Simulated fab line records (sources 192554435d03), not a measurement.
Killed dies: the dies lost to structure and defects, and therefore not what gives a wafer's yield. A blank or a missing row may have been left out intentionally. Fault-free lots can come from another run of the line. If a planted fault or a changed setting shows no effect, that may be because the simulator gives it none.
Chamber matching ; flow n5Finfet ; pecvd-01 running N5_BEOL_M8_PECVD_70: 3 sister chambers
The step deposits SiO2 from TEOS/O2, target thk 20 nm, time 22.7 s. 6 wafers are shown with their chamber, then 8 later ones without.

== EACH WAFER AND ITS CHAMBER ==
wafer;chamber;throttleValvePct (%);showerheadPlenumPTorr (Torr)
L087.1;2;21.5;8.75
L087.5;0;21.1;8.89
L085.3;1;22.5;8.87
L085.5;0;21.2;8.86
L085.6;2;21.4;8.77
L089.2;1;22.7;8.85

== WAFERS MISSING THEIR CHAMBER ==
wafer;throttleValvePct (%);showerheadPlenumPTorr (Torr)
L089.3;21.3;8.77
L089.5;21.4;8.74
L090.1;21.5;8.90
L090.3;22.5;8.89
L090.6;21.4;8.77
L097.1;22.7;8.87
L097.3;22.6;8.87
L097.4;21.7;8.77

== EACH ONE'S CHAMBER ==
wafer;from the rows above;in truth
L089.3;2;2
L089.5;2;2
L090.1;0;0
L090.3;1;1
L090.6;2;2
L097.1;1;1
L097.3;1;1
L097.4;2;2
Correct placement for 8 of the 8. Not placeable from these rows: 0. 0 placed wrongly.
How it was worked out, from the rows above alone: a wafer's distance from a chamber is the root of the sum, over the readings, of the square of ((its reading less the chamber's mean) divided by the reading's scatter). If the next closest chamber is less than 2 further off than the closest, the wafer can't be placed; otherwise it belongs to the closest. The mean given for a chamber averages the wafers shown for that chamber. The scatter: the root of (the sum of the squares of (reading less its chamber's mean) over the shown wafers, divided by (wafers less chambers)).
